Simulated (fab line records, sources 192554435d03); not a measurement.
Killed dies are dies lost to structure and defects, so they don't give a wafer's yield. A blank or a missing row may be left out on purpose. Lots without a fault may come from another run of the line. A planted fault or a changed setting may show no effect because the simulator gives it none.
Which tool did it? | flow n5_finfet | 11 lots, 32 wafers sampled, at 3 steps of a route of 1938

WHAT THE GAUGES READ, wafer by wafer
N5_BEOL_M14_CD_MEAS_10: target cd 250 nm. Usual: cd_nm 250.3 nm, standard deviation 1.4.
lot  | measured     | on        | cd_nm (nm)        | flag
L897 | day 11 15:17 | cd_sem-01 | 247.8 248.5 249.5 |
L901 | day 12 01:29 | cd_sem-02 | 249.0 251.7 252.2 |
L908 | day 13 19:08 | cd_sem-02 | 251.4 250.4 253.6 |
L909 | day 13 22:34 | cd_sem-03 | 250.3 251.2       |
L911 | day 14 02:36 | cd_sem-02 | 250.0 251.4 251.2 |
L914 | day 15 01:31 | cd_sem-01 | 247.1 250.6 249.9 |
L913 | day 15 01:16 | cd_sem-03 | 249.2 249.5 250.4 |
L916 | day 15 19:12 | cd_sem-03 | 249.8 250.6 249.8 |
L918 | day 16 18:42 | cd_sem-02 | 252.4 252.6 252.4 |
L919 | day 16 19:22 | cd_sem-01 | 248.6 250.9 250.8 |
L920 | day 16 23:40 | cd_sem-01 | 252.5 252.2 251.5 |

WHICH TOOL RAN EACH LOT (tool, then ch and the chambers of the sampled wafers, then the start)
lot  | N5_BEOL_M13_ETCH_68                | N5_BEOL_M13_STRIP_37
L897 | rie_diel-03 ch 1,2, day 11 06:30   | plasma_asher-02 ch 0,1, day 11 06:56
L901 | rie_diel-06 ch 0,1,2, day 11 21:49 | plasma_asher-01 ch 0,1, day 11 22:15
L908 | rie_diel-03 ch 0,1,2, day 13 16:08 | plasma_asher-01 ch 0,1, day 13 16:35
L909 | rie_diel-03 ch 1,2, day 13 18:13   | plasma_asher-01 ch 0,1, day 13 18:38
L911 | rie_diel-03 ch 0,1,3, day 13 22:53 | plasma_asher-01 ch 0,1, day 13 23:19
L914 | rie_diel-06 ch 0,2,3, day 14 21:44 | plasma_asher-01 ch 0,1, day 14 22:10
L913 | rie_diel-03 ch 0,2, day 14 21:53   | plasma_asher-02 ch 0,1, day 14 22:20
L916 | rie_diel-01 ch 0,2, day 15 16:25   | plasma_asher-01 ch 0,1, day 15 16:51
L918 | rie_diel-03 ch 0,1, day 16 14:59   | plasma_asher-02 ch 0,1, day 16 15:25
L919 | rie_diel-03 ch 1,2, day 16 16:23   | plasma_asher-02 ch 0,1, day 16 16:50
L920 | rie_diel-01 ch 0,1,2, day 16 19:26 | plasma_asher-02 ch 0,1, day 16 19:53
- N5_BEOL_M13_ETCH_68: etches SOC in N2/H2, time 355 s.
- N5_BEOL_M13_STRIP_37: strips in N2/H2.

WHAT THE TOOLS THEMSELVES READ (means of the sampled wafers that have a number; where no wafer has one, the mark that the record gives instead)
N5_BEOL_M13_ETCH_68. Usual: drypump_motor_current_A 5.8 A, standard deviation 0.45; oes_product_au 0.77 a.u., standard deviation 0.081; rf_vpp_V 525.3 V, standard deviation 1.9; run_length_s 378.4 s, standard deviation 0.52; showerhead_plenum_p_Torr 2.60 Torr, standard deviation 0.065; throttle_valve_pct 17.70 %, standard deviation 0.26.
lot  | tool        | drypump_motor_current_A (A) | oes_product_au (a.u.) | rf_vpp_V (V) | run_length_s (s) | showerhead_plenum_p_Torr (Torr) | throttle_valve_pct (%) | flag
L897 | rie_diel-03 | 6.0                         | 0.72                  | 525.1        | 378.7            | 2.62                            | 17.89                  |
L901 | rie_diel-06 | 5.8                         | 0.81                  | 525.0        | 378.1            | 2.55                            | 17.75                  |
L908 | rie_diel-03 | 5.7                         | 0.70                  | 525.8        | 378.6            | 2.62                            | 17.81                  |
L909 | rie_diel-03 | 6.0                         | 0.70                  | 526.3        | 378.5            | 2.62                            | 17.91                  |
L911 | rie_diel-03 | 5.6                         | 0.76                  | 526.5        | 378.7            | 2.61                            | 17.73                  |
L914 | rie_diel-06 | 5.9                         | 0.78                  | 524.0        | 378.2            | 2.55                            | 17.69                  |
L913 | rie_diel-03 | 5.8                         | 0.69                  | 525.7        | 379.2            | 2.61                            | 17.81                  |
L916 | rie_diel-01 | 5.8                         | 0.84                  | 525.9        | 378.3            | 2.60                            | 17.67                  |
L918 | rie_diel-03 | 5.5                         | 0.69                  | 525.6        | 378.7            | 2.61                            | 17.72                  |
L919 | rie_diel-03 | 6.0                         | 0.88                  | 525.2        | 378.4            | 2.61                            | 17.67                  |
L920 | rie_diel-01 | 5.7                         | 0.79                  | 527.2        | 378.1            | 2.63                            | 17.69                  |

N5_BEOL_M13_STRIP_37. Usual: drypump_motor_current_A 5.8 A, standard deviation 0.57; heater_power_w 323 W, standard deviation 39; oes_product_au 0.784 a.u., standard deviation 0.011.
lot  | tool            | drypump_motor_current_A (A) | heater_power_w (W) | oes_product_au (a.u.) | flag
L897 | plasma_asher-02 | 6.3                         | 327                | 0.782                 |
L901 | plasma_asher-01 | 5.6                         | 323                | 0.791                 |
L908 | plasma_asher-01 | 5.6                         | 326                | 0.788                 |
L909 | plasma_asher-01 | 5.4                         | 336                | 0.794                 |
L911 | plasma_asher-01 | 5.6                         | 321                | 0.780                 |
L914 | plasma_asher-01 | 5.6                         | 322                | 0.785                 |
L913 | plasma_asher-02 | 6.3                         | 329                | 0.787                 |
L916 | plasma_asher-01 | 5.6                         | 328                | 0.777                 |
L918 | plasma_asher-02 | 6.2                         | 295                | 0.785                 |
L919 | plasma_asher-02 | 6.1                         | 295                | 0.778                 |
L920 | plasma_asher-02 | 6.3                         | 332                | 0.790                 |

THE ANSWER, worked out from the rows above alone
Rule: a lot is off if the mean of its wafers that have a number lies more than 3 standard deviations from the usual mean. A lot without any number at a reading at which 4 lots or more have one is off too. The other lots that the step has rows for count as sound. The gauges are gone through in route order, then the tools' own readings, and for those a lot's mean is taken as printed above. The first step at which some lot is off is used, and at that step the reading that is off furthest; a lot without a number counts as furthest.
No lot is off at any reading shown: from this, nothing can be told.

WHAT THE SIMULATOR HAD PUT IN
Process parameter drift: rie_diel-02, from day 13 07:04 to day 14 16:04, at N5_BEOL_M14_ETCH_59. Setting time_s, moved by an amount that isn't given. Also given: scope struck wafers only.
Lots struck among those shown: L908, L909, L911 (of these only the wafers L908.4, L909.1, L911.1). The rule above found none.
